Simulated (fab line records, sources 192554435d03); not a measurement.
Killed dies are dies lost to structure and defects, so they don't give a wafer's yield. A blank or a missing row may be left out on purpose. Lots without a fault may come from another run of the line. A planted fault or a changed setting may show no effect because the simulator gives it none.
fab line records | flow n5_finfet
record lots=7 wafers=39
route steps=1938 shown SD_EPI_N@288 MOL_CONTACT_COAG@584 BEOL_M0_SAQP@663 BEOL_M3@1018 BEOL_M5@1174 BEOL_M8@1332 BEOL_M9@1417
start_h: hours from the record's first day to the start of the lot's first wafer shown | wait_h: hours since the lot's step before | " the same as in the row above | L1.1+2: a row that stands for several wafers | - no value, or no start given | * or withheld: withheld | < > ~ a bound
route shown NAME@n: a module of which the file shows steps, and the number in the route of the first | usual: mean/standard deviation of fault-free wafers | same: alike in all rows | chamber/n: place in a boat | sites: the reading at each site | _std_site: their standard deviation | _edge_site: outer sites' mean less inner sites' | radius_mm: how far each site lies from the wafer's centre | mask NAME#n: copy n | behind: the tool/chamber that last shaped the wafer | hold: why the lot was held/for how many hours/how that ended | device: the transistor (n, p or np) that didn't switch | end of line: the same wafers' tests at the end of the route | a step without rows: its recipe alone | killed: dies lost to structure and defects at the first sort, not the wafer's yield | map: a wafer's dies, x killed, . not, _ none there
set.NAME: the setting as run; set.NAME@STEP: as run at that earlier step | model.NAME: the simulator's own value behind a step, which no gauge read
lots whose settings were changed on purpose; a table a step, a row a wafer
## steps
# step N5_SD_EPI_N_EPI_21
# recipe material=Si:P dopant=P temp_c=680 pressure_torr=255 time_s=690
# columns lot.wafer tool chamber start_h wait_h set.time_s model.Si-P_of_SD_EPI_N_EPI_21.thk_nm
L075.1+3 epi_rpcvd-03 0 58.62 0.1 690 59.2
L075.2 " 0 " " 690 59.4
L075.4 " 0 " " 690 59
L075.5+6 " 0 " " 690 58.8
L076.1 epi_rpcvd-03 0 64.61 0.1 690 59.8
L076.2 " 0 " " 690 60.4
L076.3+5 " 0 " " 532 49.8
L076.4 " 0 " " 690 60
L076.6 " 0 " " 532 50.4
L077.1 epi_rpcvd-02 0 71.15 0.3 908.3 71
L077.2 " 0 " " 690 59
L077.3 " 0 " " 690 58.4
L077.4 " 0 " " 908.3 71.4
L077.5 " 0 " " 908.3 71.2
L077.6 " 0 " " 690 58.6
L078.1 epi_rpcvd-01 0 74.71 0.1 690 61
L078.2 " 0 " " 690 60.8
L078.3 " 0 " " 324 30.6
L078.4 " 0 " " 690 60.6
L078.5 " 0 " " 324 30.8
L078.6 " 0 " " 324 31
L081.1 epi_rpcvd-02 0 94.15 0.1 690 58
L081.4 " 0 " " 690 57.8
L081.6 " 0 " " 690 58.4
L084.1 epi_rpcvd-02 0 112.02 0.1 1089 80.2
L084.2 " 0 " " 690 58.2
L084.3 " 0 " " 1089 81
L084.4 " 0 " " 690 57.8
L084.5 " 0 " " 1089 80.6
L084.6 " 0 " " 690 58.6
L090.1 epi_rpcvd-01 0 144.73 0.1 690 59.6
L090.2+5+6 " 0 " " 690 59.8
L090.3 " 0 " " 690 58.8
L090.4 " 0 " " 690 59.4
# step N5_SD_EPI_N_EPI_MEAS_23
# recipe mode=xrd
# usual thk_nm=59.1/1.3
# columns lot.wafer tool chamber start_h wait_h set.time_s@SD_EPI_N_EPI_21 thk_nm
L075.1 film_metro-01 - 60.35 1.5 690 60.8
L075.2 " - " " 690 60.5
L075.3 " - " " 690 58.1
L075.4 " - " " 690 58.4
L075.5 " - " " 690 58.6
L075.6 " - " " 690 58.7
L076.1 film_metro-01 - 66.33 1.4 690 62.1
L076.2 " - " " 690 61.0
L076.3 " - " " 532 49.5
L076.4 " - " " 690 60.5
L076.5 " - " " 532 52.2
L076.6 " - " " 532 50.4
L077.1 film_metro-02 - 74.19 2.5 908.3 71.8
L077.2 " - " " 690 59.8
L077.3 " - " " 690 60.0
L077.4 " - " " 908.3 72.4
L077.5 " - " " 908.3 71.8
L077.6 " - " " 690 58.5
L078.1 film_metro-02 - 76.43 1.4 690 61.0
L078.2 " - " " 690 60.4
L078.3 " - " " 324 32.0
L078.4 " - " " 690 61.3
L078.5 " - " " 324 30.1
L078.6 " - " " 324 30.5
L081.1 film_metro-02 - 95.87 1.4 690 58.4
L081.4 " - " " 690 56.2
L081.6 " - " " 690 60.2
L084.1 film_metro-01 - 113.74 1.4 1089 78.7
L084.2 " - " " 690 58.7
L084.3 " - " " 1089 80.6
L084.4 " - " " 690 58.0
L084.5 " - " " 1089 81.1
L084.6 " - " " 690 55.7
L090.1 film_metro-01 - 146.45 1.4 690 58.2
L090.2 " - " " 690 61.4
L090.3 " - " " 690 58.6
L090.4 " - " " 690 61.9
L090.5 " - " " 690 58.7
L090.6 " - " " 690 60.7
# step N5_SD_EPI_N_PRECLEAN_24
# recipe chemistry=O3/DIW time_s=60 temp_c=22 o3_ppm=10
# columns lot.wafer tool chamber start_h wait_h set.time_s@SD_EPI_N_EPI_21 model.Si-P_of_SD_EPI_N_EPI_21.thk_nm
L075.1+2+3 wet_bench-01 3,2,0 60.39 0.0 690 58.8
L075.4 " 1 " " 690 58.6
L075.5+6 " 7,4 " " 690 58.4
L076.1 wet_bench-02 5 66.36 0.0 690 59.4
L076.2 " 0 " " 690 60
L076.3 " 6 " " 532 49.6
L076.4 " 3 " " 690 59.6
L076.5 " 4 " " 532 49.4
L076.6 " 7 " " 532 50
L077.1+5 wet_bench-01 5,6 74.22 0.0 908.3 70.6
L077.2 " 7 " " 690 58.6
L077.3 " 4 " " 690 58
L077.4 " 1 " " 908.3 71
L077.6 " 0 " " 690 58.2
L078.1 wet_bench-02 5 76.46 0.0 690 60.6
L078.2 " 3 " " 690 60.4
L078.3 " 0 " " 324 30.4
L078.4 " 4 " " 690 60.2
L078.5 " 7 " " 324 30.6
L078.6 " 6 " " 324 30.8
L081.1 wet_bench-01 6 95.91 0.0 690 57.6
L081.4 " 3 " " 690 57.4
L081.6 " 4 " " 690 58
L084.1 wet_bench-01 7 113.77 0.0 1089 79.6
L084.2 " 1 " " 690 57.8
L084.3 " 6 " " 1089 80.4
L084.4 " 0 " " 690 57.4
L084.5 " 2 " " 1089 80.2
L084.6 " 3 " " 690 58.2
L090.1 wet_bench-01 3 146.48 0.0 690 59.2
L090.2+5+6 " 0,2,1 " " 690 59.4
L090.3 " 7 " " 690 58.4
L090.4 " 6 " " 690 59
# step N5_MOL_CONTACT_COAG_ETCHBACK_135
# recipe chemistry=CHF3 target=SiO2 target_depth_a=250 time_s=16.7 ion_energy_ev=200 pressure_mtorr=30 source_w=610 bias_w=170 Ar_flow_sccm=200 CHF3_flow_sccm=50
# columns lot.wafer tool chamber start_h wait_h set.time_s model.SOC_of_MOL_CONTACT_COAG_COAT_75.thk_nm
L075.1+4+6 rie_diel-04 1,2,1 105.67 0.0 16.7 57.6
L075.2+3 " 0,3 " " 25.4 56.2
L075.5 " 0 " " 25.4 56
L076.1+3+5+6 rie_diel-04 2,0,3,2 115.04 0.0 16.7 57.6
L076.2+4 " 1,3 " " 16.7 57.4
L077.1+2+3 rie_diel-04 1,3,0 121.67 0.0 10.25 58.4
L077.4+6 " 0,3 " " 16.7 57.2
L077.5 " 1 " " 16.7 57.4
L078.1+6 rie_diel-05 3,0 122.81 0.0 16.7 57.2
L078.2 " 2 " " 21.29 56.4
L078.3+5 " 0,1 " " 21.29 56.6
L078.4 " 1 " " 16.7 57.4
L081.1+4 rie_diel-04 1,3 141.50 0.0 16.7 57.8
L081.6 " 2 " " 16.7 57.6
L084.1+2+3+4+6 rie_diel-04 3,0,2,1,3 161.48 0.0 16.7 57.6
L084.5 " 0 " " 16.7 57.8
L090.1+2+5+6 rie_diel-05 2,3,2,1 195.56 0.0 16.7 57.4
L090.3+4 " 1,0 " " 16.7 57.6
# step N5_MOL_CONTACT_COAG_STRIP_118
# recipe chemistry=CHF3 resist=SiARC rf_frequency_hz=6e+07
# step N5_MOL_CONTACT_COAG_VIA_ETCH_46
# recipe chemistry=C4F6/O2 target_depth_a=460 overetch_a=92 mask_material=SOC target=SiO2 bias_w=455 pressure_mtorr=10 time_s=40 source_w=325 Ar_flow_sccm=300 C4F6_flow_sccm=10 O2_flow_sccm=10 ion_energy_ev=575.3 ends=end_point
# columns lot.wafer tool chamber start_h wait_h set.time_s@MOL_CONTACT_COAG_ETCHBACK_135 model.SOC_of_MOL_CONTACT_COAG_COAT_75.thk_nm
L075.1+6 rie_diel-04 1 105.71 0.0 16.7 50.8
L075.2+3 " 0,3 " " 25.4 49.6
L075.4 " 2 " " 16.7 51
L075.5 " 0 " " 25.4 49.4
L076.1+3+6 rie_diel-04 2,0,2 115.08 0.0 16.7 51
L076.2+4+5 " 1,3,3 " " 16.7 50.8
L077.1+3 rie_diel-04 1,0 121.70 0.0 10.25 51.8
L077.2 " 3 " " 10.25 51.6
L077.4 " 0 " " 16.7 50.6
L077.5 " 1 " " 16.7 50.8
L077.6 " 3 " " 16.7 50.4
L078.1+6 rie_diel-05 3,0 122.85 0.0 16.7 50.4
L078.2 " 2 " " 21.29 49.6
L078.3 " 0 " " 21.29 49.8
L078.4 " 1 " " 16.7 50.8
L078.5 " 1 " " 21.29 50
L081.1 rie_diel-04 1 141.53 0.0 16.7 51.2
L081.4+6 " 3,2 " " 16.7 51
L084.1+2+6 rie_diel-04 3,0,3 161.51 0.0 16.7 51
L084.3+5 " 2,0 " " 16.7 51.2
L084.4 " 1 " " 16.7 50.8
L090.1+2+5 rie_diel-05 2,3,2 195.59 0.0 16.7 50.6
L090.3 " 1 " " 16.7 51
L090.4+6 " 0,1 " " 16.7 50.8
# step N5_BEOL_M0_SAQP_SPACER1_ALD_98
# recipe material=SiO2 target_thk_a=128 temp_c=300 ald_precursor_family=BDEAS ald_co_reactant=O2-plasma pulse_time_s=1 purge_time_s=2 co_reactant_purge_time_s=2 ald_cycles=138 pressure_torr=2
# columns lot.wafer tool chamber start_h wait_h set.ald_cycles model.SiO2_of_BEOL_M0_SAQP_SPACER1_ALD_98.thk_nm
L075.1+2+4 ald_sin-03 3,1,2 116.28 0.3 138 12.8
L075.3+5+6 " 0,1,0 " " 60 5.6
L076.1+5+6 ald_sin-03 0,0,3 123.74 0.3 59 5.4
L076.2+3+4 " 2,1,3 " " 138 12.8
L077.1+2+4+5+6 ald_sin-03 2,3,0,0,1 130.22 0.3 138 12.8
L077.3 " 1 " " 138 12.6
L078.1+3+4 ald_sin-01 3,2,1 133.80 0.3 63 5.8
L078.2+5+6 " 0,2,1 " " 138 12.8
L081.1+4+6 ald_sin-02 1,2,3 151.05 0.7 138 12.8
L084.1+5+6 ald_sin-03 3,0,1 170.57 0.3 138 12.8
L084.2+3+4 " 0,2,1 " " 201 18.6
L090.1+2 ald_sin-01 2,3 204.73 0.3 201 18.8
L090.3+5+6 " 0,1,0 " " 138 12.8
L090.4 " 1 " " 201 18.6
# step N5_BEOL_M0_SAQP_SPACER1_ETCHBACK_99
# recipe chemistry=CHF3/O2 mode=anisotropic_etchback target=SiO2 target_depth_a=154 time_s=7.7 pressure_mtorr=30 source_w=650 bias_w=170 Ar_flow_sccm=200 CHF3_flow_sccm=50 O2_flow_sccm=5 ion_energy_ev=200
# step N5_BEOL_M0_SAQP_MANDREL1_REMOVE_100
# recipe chemistry=HBr/Cl2/O2 bt_time_s=10 target=a-Si stop_on=SiNx endpoint=OES-SiCl over_etch_frac=0.85 icp_w=600 bias_w=30 HBr_flow_sccm=150 Cl2_flow_sccm=80 O2_flow_sccm=5 pressure_mtorr=10
# columns lot.wafer tool chamber start_h wait_h set.ald_cycles@BEOL_M0_SAQP_SPACER1_ALD_98 model.BEOL_M0_SAQP.cd_nm model.SiO2_of_BEOL_M0_SAQP_SPACER1_ALD_98.thk_nm
L075.1+4 rie_si-04 3,0 116.84 0.1 138 13 7.4
L075.2 " 2 " " 138 12.8 7.4
L075.3+5+6 " 1,0,1 " " 60 5.6 2.6
L076.1+5+6 rie_si-05 2,3,2 124.30 0.1 59 5.4 2.4
L076.2+3 " 0,1 " " 138 12.8 7.4
L076.4 " 3 " " 138 12.6 7.4
L077.1+2+4+5+6 rie_si-04 2,1,0,0,3 131.05 0.1 138 12.8 7.4
L077.3 " 3 " " 138 12.8 7.2
L078.1 rie_si-03 0 134.75 0.1 63 5.8 2.6
L078.2+5+6 " 3,0,1 " " 138 12.8 7.4
L078.3+4 " 1,2 " " 63 6 2.6
L081.1+4+6 rie_si-03 2,3,3 151.61 0.1 138 12.8 7.4
L084.1+5+6 rie_si-04 3,1,0 171.14 0.1 138 12.8 7.4
L084.2+3+4 " 0,1,3 " " 201 18.6 13.2
L090.1+2 rie_si-04 3,1 205.29 0.1 201 18.6 13.4
L090.3+6 " 0,2 " " 138 12.8 7.4
L090.4 " 2 " " 201 18.6 13.2
L090.5 " 1 " " 138 12.6 7.4
# step N5_BEOL_M0_SAQP_CD_MEAS_25
# recipe target_cd_nm=13.1 landing_energy_ev=1000 detector=se_inlens
# usual cd_nm=12.80/0.21
# columns lot.wafer tool chamber start_h wait_h set.ald_cycles@BEOL_M0_SAQP_SPACER1_ALD_98 cd_nm
L075.1 cd_sem-02 0 116.95 0.1 138 12.76
L075.2 " 0 " " 138 13.04
L075.3 " 0 " " 60 5.42
L075.4 " 0 " " 138 12.72
L075.5 " 0 " " 60 5.52
L075.6 " 0 " " 60 5.56
L076.1 cd_sem-02 0 124.41 0.1 59 5.59
L076.2 " 0 " " 138 12.60
L076.3 " 0 " " 138 12.77
L076.4 " 0 " " 138 12.82
L076.5 " 0 " " 59 5.20
L076.6 " 0 " " 59 5.16
L077.1 cd_sem-03 0 131.16 0.1 138 12.79
L077.2 " 0 " " 138 12.59
L077.3 " 0 " " 138 12.20
L077.4 " 0 " " 138 12.75
L077.5 " 0 " " 138 12.96
L077.6 " 0 " " 138 13.17
L078.1 cd_sem-02 0 134.86 0.1 63 5.77
L078.2 " 0 " " 138 12.81
L078.3 " 0 " " 63 5.81
L078.4 " 0 " " 63 5.74
L078.5 " 0 " " 138 13.26
L078.6 " 0 " " 138 12.63
L081.1 cd_sem-03 0 151.72 0.1 138 12.96
L081.4 " 0 " " 138 12.38
L081.6 " 0 " " 138 12.89
L084.1 cd_sem-03 0 171.25 0.1 138 12.97
L084.2 " 0 " " 201 19.02
L084.3 " 0 " " 201 18.35
L084.4 " 0 " " 201 18.55
L084.5 " 0 " " 138 12.89
L084.6 " 0 " " 138 12.48
L090.1 cd_sem-01 0 205.40 0.1 201 18.62
L090.2 " 0 " " 201 18.87
L090.3 " 0 " " 138 12.51
L090.4 " 0 " " 201 18.60
L090.5 " 0 " " 138 12.56
L090.6 " 0 " " 138 12.96
# step N5_BEOL_M3_DEP_57
# recipe material=SiCN target_thk_a=80 temp_c=withheld precursor=3MS/NH3 pressure_torr=3 rf_w=202 time_s=14
# columns lot.wafer tool chamber start_h wait_h set.time_s model.SiCN_of_BEOL_M3_DEP_57.thk_nm
L075.1+2+3+4+5 pecvd-03 1,0,2,1,0 157.35 0.0 14 8
L075.6 " 2 " " 14 8.2
L077.1+2+4 pecvd-02 2,1,0 168.15 0.0 14 7.8
L077.3+5+6 " 0,2,1 " " 14 8
L076.1+3 pecvd-02 2,0 168.71 0.0 14 7.8
L076.2 " 1 " " 20.98 11.6
L076.4 " 0 " " 14 8
L076.5+6 " 2,1 " " 20.98 11.8
L078.1+2 pecvd-02 1,0 182.80 0.0 14 7.8
L078.3+6 " 2 " " 19.59 11
L078.4 " 1 " " 14 8
L078.5 " 0 " " 19.59 11.2
L081.1 pecvd-04 1 195.78 0.0 14 7.8
L081.4+6 " 0,1 " " 14 8
L084.1+4+5 pecvd-03 0,1,0 219.95 0.0 14 8.2
L084.2 " 1 " " 18.05 10
L084.3+6 " 0,1 " " 18.05 10.4
L090.1+5 pecvd-04 0 252.79 0.0 14 7.8
L090.2+3+6 " 1,2,1 " " 14 8
L090.4 " 2 " " 14 8.2
# step N5_BEOL_M5_CVD_47
# recipe material=Co target_thk_a=30 temp_c=withheld precursor=CCTBA/H2 pressure_torr=30 time_s=216
# columns lot.wafer tool chamber start_h wait_h set.target_thk_a model.Co_of_BEOL_M5_CVD_47.thk_nm
L075.1+5+6 cvd_co-01 2,2,1 178.27 0.1 46.89 4.6
L075.2+3+4 " 1,0,0 " " 30 3
L076.1+3+4+5+6 cvd_co-02 0,1,2,1,0 187.70 0.0 30 3
L076.2 " 2 " " 30 2.8
L077.1+2+6 cvd_co-01 0,2,2 187.76 0.1 37.12 3.6
L077.3 " 1 " " 30 2.8
L077.4+5 " 1,0 " " 30 3
L078.1+5+6 cvd_co-01 1,2,0 204.26 0.1 30 3
L078.2+3+4 " 0,2,1 " " 16.04 1.6
L081.1+4+6 cvd_co-02 0,0,1 212.43 0.1 30 3
L084.1+2+5 cvd_co-01 1,0,1 236.33 0.1 30 3
L084.3+4 " 2 " " 35.25 3.4
L084.6 " 0 " " 35.25 3.6
L090.1+4+5 cvd_co-01 0,2,0 268.83 0.1 39.6 4
L090.2 " 2 " " 30 3.2
L090.3+6 " 1 " " 30 3
# step N5_BEOL_M8_ILD_DEP_00
# recipe material=SiCOH_lowk target_thk_a=1797.5 temp_c=300 precursor=DEMS/porogen pressure_torr=5 rf_w=500 time_s=33.4
# columns lot.wafer tool chamber start_h wait_h set.time_s model.SiCOH_lowk_of_BEOL_M8_ILD_DEP_00.thk_nm
L075.1 pecvd-03 1 201.05 0.0 33.4 179.4
L075.2 " 0 " " 33.4 177
L075.3 " 0 " " 33.4 182.2
L075.4 " 1 " " 33.4 180.2
L075.5 " 0 " " 33.4 182.6
L075.6 " 1 " " 33.4 183
L076.1 pecvd-03 0 209.31 0.0 33.4 179.2
L076.2 " 1 " " 39.08 208
L076.3 " 0 " " 33.4 183.2
L076.4 " 1 " " 39.08 212.6
L076.5 " 0 " " 39.08 213.6
L076.6 " 1 " " 33.4 181
L077.1 pecvd-01 0 210.28 0.0 33.4 180
L077.2 " 2 " " 44.75 236.6
L077.3 " 1 " " 44.75 236.4
L077.4 " 2 " " 33.4 180.4
L077.5 " 1 " " 33.4 180.8
L077.6 " 0 " " 44.75 239.4
L078.1 pecvd-03 1 227.49 0.0 33.4 178.4
L078.2 " 0 " " 33.4 178.2
L078.3 " 1 " " 33.4 181.2
L078.4 " 0 " " 33.4 182.2
L078.5 " 0 " " 33.4 183.6
L078.6 " 1 " " 33.4 181.4
L081.1 pecvd-04 0 231.76 0.0 33.4 179.4
L081.4 " 2 " " 33.4 179.6
L081.6 " 1 " " 33.4 178.4
L084.1 pecvd-04 0 258.01 0.0 33.4 176
L084.2 " 1 " " 33.4 172.8
L084.3 " 2 " " 33.4 175.2
L084.4 " 1 " " 13.49 72.4
L084.5 " 0 " " 13.49 73
L084.6 " 2 " " 13.49 71.8
L090.1 pecvd-04 1 294.11 0.0 26.81 144
L090.2 " 0 " " 26.81 143.4
L090.3 " 2 " " 33.4 178
L090.4 " 0 " " 33.4 180.4
L090.5 " 1 " " 33.4 180.2
L090.6 " 2 " " 26.81 145
# step N5_BEOL_M8_CURE_74
# recipe temp_c=385 time_s=240 ambient=He/Ar material=SiCOH_lowk
# columns lot.wafer tool chamber start_h wait_h set.time_s@BEOL_M8_ILD_DEP_00 model.SiCOH_lowk_of_BEOL_M8_ILD_DEP_00.thk_nm
L075.1 uv_cure-02 1 201.13 0.1 33.4 154.6
L075.2 " 1 " " 33.4 152.6
L075.3 " 1 " " 33.4 157.2
L075.4 " 1 " " 33.4 155.4
L075.5 " 1 " " 33.4 157.6
L075.6 " 1 " " 33.4 157.8
L076.1 uv_cure-02 2 209.39 0.1 33.4 154.6
L076.2 " 2 " " 39.08 179.6
L076.3 " 2 " " 33.4 158
L076.4 " 2 " " 39.08 183.6
L076.5 " 2 " " 39.08 184.6
L076.6 " 2 " " 33.4 156
L077.1 uv_cure-03 2 210.34 0.0 33.4 155.2
L077.2 " 2 " " 44.75 204.8
L077.3 " 2 " " 44.75 204.6
L077.4 " 2 " " 33.4 155.6
L077.5 " 2 " " 33.4 156
L077.6 " 2 " " 44.75 207.2
L078.1+2 uv_cure-02 2 227.57 0.1 33.4 153.8
L078.3 " 2 " " 33.4 156.2
L078.4 " 2 " " 33.4 157.2
L078.5 " 2 " " 33.4 158.4
L078.6 " 2 " " 33.4 156.6
L081.1 uv_cure-01 1 231.83 0.0 33.4 154.6
L081.4 " 1 " " 33.4 154.8
L081.6 " 1 " " 33.4 153.8
L084.1 uv_cure-03 0 258.08 0.0 33.4 151.8
L084.2 " 0 " " 33.4 148.8
L084.3 " 0 " " 33.4 151
L084.4 " 0 " " 13.49 62
L084.5 " 0 " " 13.49 62.6
L084.6 " 0 " " 13.49 61.6
L090.1 uv_cure-01 0 294.17 0.0 26.81 124
L090.2 " 0 " " 26.81 123.4
L090.3 " 0 " " 33.4 153.4
L090.4 " 0 " " 33.4 155.6
L090.5 " 0 " " 33.4 155.4
L090.6 " 0 " " 26.81 124.8
# step N5_BEOL_M8_THK_MEAS_01
# recipe reads=SiCOH_lowk_of_BEOL_M8_ILD_DEP_00
# usual M8_ILD_THK=154.9/1.9
# columns lot.wafer tool chamber start_h wait_h set.time_s@BEOL_M8_ILD_DEP_00 M8_ILD_THK[nm]
L075.1 film_metro-01 - 201.64 0.4 33.4 154.7
L075.2 " - " " 33.4 152.6
L075.3 " - " " 33.4 157.1
L075.4 " - " " 33.4 155.4
L075.5 " - " " 33.4 157.6
L075.6 " - " " 33.4 157.8
L076.1 film_metro-01 - 209.91 0.4 33.4 154.5
L076.2 " - " " 39.08 179.6
L076.3 " - " " 33.4 158.1
L076.4 " - " " 39.08 183.7
L076.5 " - " " 39.08 184.6
L076.6 " - " " 33.4 156.1
L077.1 film_metro-01 - 210.85 0.4 33.4 155.1
L077.2 " - " " 44.75 204.9
L077.3 " - " " 44.75 204.5
L077.4 " - " " 33.4 155.6
L077.5 " - " " 33.4 155.9
L077.6 " - " " 44.75 207.1
L078.1 film_metro-01 - 228.09 0.4 33.4 153.8
L078.2 " - " " 33.4 153.9
L078.3 " - " " 33.4 156.3
L078.4 " - " " 33.4 157.1
L078.5 " - " " 33.4 158.4
L078.6 " - " " 33.4 156.6
L081.1 film_metro-02 - 232.34 0.4 33.4 154.7
L081.4 " - " " 33.4 154.9
L081.6 " - " " 33.4 153.9
L084.1 film_metro-02 - 259.07 0.8 33.4 151.7
L084.2 " - " " 33.4 148.9
L084.3 " - " " 33.4 150.9
L084.4 " - " " 13.49 62.0
L084.5 " - " " 13.49 62.5
L084.6 " - " " 13.49 61.5
L090.1 film_metro-02 - 294.69 0.4 26.81 124.0
L090.2 " - " " 26.81 123.3
L090.3 " - " " 33.4 153.3
L090.4 " - " " 33.4 155.5
L090.5 " - " " 33.4 155.4
L090.6 " - " " 26.81 124.7
# step N5_BEOL_M9_DESCUM_16
# recipe chemistry=O2 time_s=7.9 source_power_w=50 bias_power_w=20 pressure_mtorr=20 rf_frequency_hz=2.712e+07 temp_c=40 resist=CAR-ArF o2_flow_sccm=225
# columns lot.wafer tool chamber start_h wait_h set.time_s model.CAR-ArF_of_BEOL_M9_COAT_05.thk_nm
L075.1+3+6 rie_diel-02 3,1,2 210.14 0.0 7.9 83.6
L075.2+4 " 0,2 " " 6.633 84.2
L075.5 " 3 " " 6.633 84.4
L076.1+2 rie_diel-06 3,0 221.55 0.7 5.537 85
L076.3+6 " 2,0 " " 7.9 83.2
L076.4 " 3 " " 7.9 83.8
L076.5 " 2 " " 5.537 85.2
L077.1+5+6 rie_diel-06 2,2,0 222.40 0.5 7.9 83.4
L077.2 " 3 " " 5.41 84.8
L077.3+4 " 0,3 " " 5.41 85
L078.1+2+3 rie_diel-02 0,2,3 235.99 0.0 3.859 86.6
L078.4+6 " 1,0 " " 7.9 84
L078.5 " 3 " " 7.9 83.8
L081.1+4+6 rie_diel-06 3,1,0 242.41 0.0 7.9 83.6
L084.1+6 rie_diel-06 0,1 268.29 0.0 7.9 83.4
L084.2 " 3 " " 7.9 83.6
L084.3+5 " 1,0 " " 9.857 82.2
L084.4 " 2 " " 9.857 82.6
L090.1 rie_diel-02 3 302.62 0.0 11.27 81.4
L090.2+3+4 " 2,1,2 " " 7.9 83.4
L090.5 " 3 " " 11.27 81.6
L090.6 " 1 " " 11.27 81.2
## key
split step=N5_SD_EPI_N_EPI_21 setting=time_s stated=690 by=wafer
response step=N5_SD_EPI_N_EPI_21 reading=model.Si-P_of_SD_EPI_N_EPI_21.thk_nm change=+0.457 per=1% r=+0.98
response step=N5_SD_EPI_N_EPI_MEAS_23 reading=thk_nm change=* per=1% r=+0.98
response step=N5_SD_EPI_N_PRECLEAN_24 reading=model.Si-P_of_SD_EPI_N_EPI_21.thk_nm change=+0.454 per=1% r=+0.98
split step=N5_MOL_CONTACT_COAG_ETCHBACK_135 setting=time_s stated=16.7 by=wafer
response step=N5_MOL_CONTACT_COAG_ETCHBACK_135 reading=model.SOC_of_MOL_CONTACT_COAG_COAT_75.thk_nm change=-0.0283 per=1% r=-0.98
response step=N5_MOL_CONTACT_COAG_VIA_ETCH_46 reading=model.SOC_of_MOL_CONTACT_COAG_COAT_75.thk_nm change=-0.0269 per=1% r=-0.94
split step=N5_BEOL_M0_SAQP_SPACER1_ALD_98 setting=ald_cycles stated=138 by=wafer
response step=N5_BEOL_M0_SAQP_SPACER1_ALD_98 reading=model.SiO2_of_BEOL_M0_SAQP_SPACER1_ALD_98.thk_nm change=+0.128 per=1% r=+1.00
response step=N5_BEOL_M0_SAQP_MANDREL1_REMOVE_100 reading=model.BEOL_M0_SAQP.cd_nm change=+0.128 per=1% r=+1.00
response step=N5_BEOL_M0_SAQP_MANDREL1_REMOVE_100 reading=model.SiO2_of_BEOL_M0_SAQP_SPACER1_ALD_98.thk_nm change=+0.0996 per=1% r=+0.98
response step=N5_BEOL_M0_SAQP_CD_MEAS_25 reading=cd_nm change=+0.13 per=1% r=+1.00
split step=N5_BEOL_M3_DEP_57 setting=time_s stated=14 by=wafer
response step=N5_BEOL_M3_DEP_57 reading=model.SiCN_of_BEOL_M3_DEP_57.thk_nm change=+0.0774 per=1% r=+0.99
split step=N5_BEOL_M5_CVD_47 setting=target_thk_a stated=30 by=wafer
response step=N5_BEOL_M5_CVD_47 reading=model.Co_of_BEOL_M5_CVD_47.thk_nm change=+0.0289 per=1% r=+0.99
split step=N5_BEOL_M8_ILD_DEP_00 setting=time_s stated=33.4 by=wafer
response step=N5_BEOL_M8_ILD_DEP_00 reading=model.SiCOH_lowk_of_BEOL_M8_ILD_DEP_00.thk_nm change=+1.72 per=1% r=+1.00
response step=N5_BEOL_M8_CURE_74 reading=model.SiCOH_lowk_of_BEOL_M8_ILD_DEP_00.thk_nm change=+1.49 per=1% r=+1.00
response step=N5_BEOL_M8_THK_MEAS_01 reading=M8_ILD_THK change=+1.49 per=1% r=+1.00
split step=N5_BEOL_M9_DESCUM_16 setting=time_s stated=7.9 by=wafer
response step=N5_BEOL_M9_DESCUM_16 reading=model.CAR-ArF_of_BEOL_M9_COAT_05.thk_nm change=-0.0498 per=1% r=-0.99
